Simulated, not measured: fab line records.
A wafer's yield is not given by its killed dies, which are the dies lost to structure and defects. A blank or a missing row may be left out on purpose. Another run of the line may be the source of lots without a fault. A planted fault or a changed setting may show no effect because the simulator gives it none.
What tool caused it? ; flow nandHarc ; Sampling: 6 lots, 18 wafers, 5 of 1302 route steps

WHAT THE GAUGES READ, wafer by wafer
NHARC_END_SORT_01.
lot ; measured ; on ; killedAtArray

WHAT TOOL EACH LOT RAN ON (gives the tool, then ch and the chambers of the sampled wafers, and finally the start)
lot;NHARC_A_CHANNEL_HOLE_D1_ETCH_23;NHARC_A_CHANNEL_HOLE_D1_ETCH_33;NHARC_A_CHANNEL_FILL_D1_ALD_16;NHARC_A_CHANNEL_FILL_D1_STRIP_28
L238;harEtch-01 ch 0,1, day 9 06:03;harEtch-01 ch 0,1, day 9 08:31;aldHk-01 ch 2,3, day 9 21:19;rieDiel-10 ch 0,2,3, day 10 10:58
L241;harEtch-01 ch 0,1, day 10 11:54;harEtch-01 ch 0,1, day 10 14:25;aldHk-03 ch 0,2, day 11 04:47;rieDiel-08 ch 1,2,3, day 11 16:55
L246;harEtch-01 ch 0,1, day 12 15:09;harEtch-01 ch 0,1, day 12 17:41;aldHk-01 ch 0,1,2, day 13 07:49;rieDiel-10 ch 0,2,3, day 13 19:44
L251;harEtch-01 ch 0,1, day 14 21:38;harEtch-01 ch 0,1, day 14 23:55;aldHk-04 ch 0,1,2, day 15 16:16;rieDiel-08 ch 0,2,3, day 16 04:25
L254;harEtch-01 ch 0,1, day 15 20:38;harEtch-01 ch 0,1, day 15 23:11;aldHk-04 ch 0,2,3, day 16 11:38;rieDiel-08 ch 0,1, day 16 23:28
L260;harEtch-01 ch 0, day 18 07:40;harEtch-01 ch 0, day 18 10:13;aldHk-04 ch 0,1, day 19 00:40;rieDiel-08 ch 2,3, day 19 13:29
- NHARC_A_CHANNEL_HOLE_D1_ETCH_23: etches the open film in C4F8/O2/Ar, time 819 s, target depth 1600 nm.
- NHARC_A_CHANNEL_HOLE_D1_ETCH_33: etches the open film in C4F8/O2/Ar, time 90 s, target depth 400 nm.
- NHARC_A_CHANNEL_FILL_D1_ALD_16: deposits SiO2, target thk 1.5 nm, pulse time 10 s, ald cycles 15.
- NHARC_A_CHANNEL_FILL_D1_STRIP_28: strips in O2, time 20 s.

THE ANSWER, worked out from the rows above alone
Rule: the lots themselves supply what counts as usual. The widest of any qualifying gaps counts: lots, ordered by their means at a reading, are off when they make up no more than a third of the lots, leave a main group of 4 or more, and stand apart from it by 3 or more times the standard deviation of that group's means. If all means in a main group match to the digits the tables above print for the reading, that group is not used. A lot without any number at a reading at which 4 lots or more have one is off too. Any other lot the step has rows for is counted as sound.
Nothing can be told from this: no lot is off at any reading shown.

WHAT HAD BEEN PUT IN BY THE SIMULATOR
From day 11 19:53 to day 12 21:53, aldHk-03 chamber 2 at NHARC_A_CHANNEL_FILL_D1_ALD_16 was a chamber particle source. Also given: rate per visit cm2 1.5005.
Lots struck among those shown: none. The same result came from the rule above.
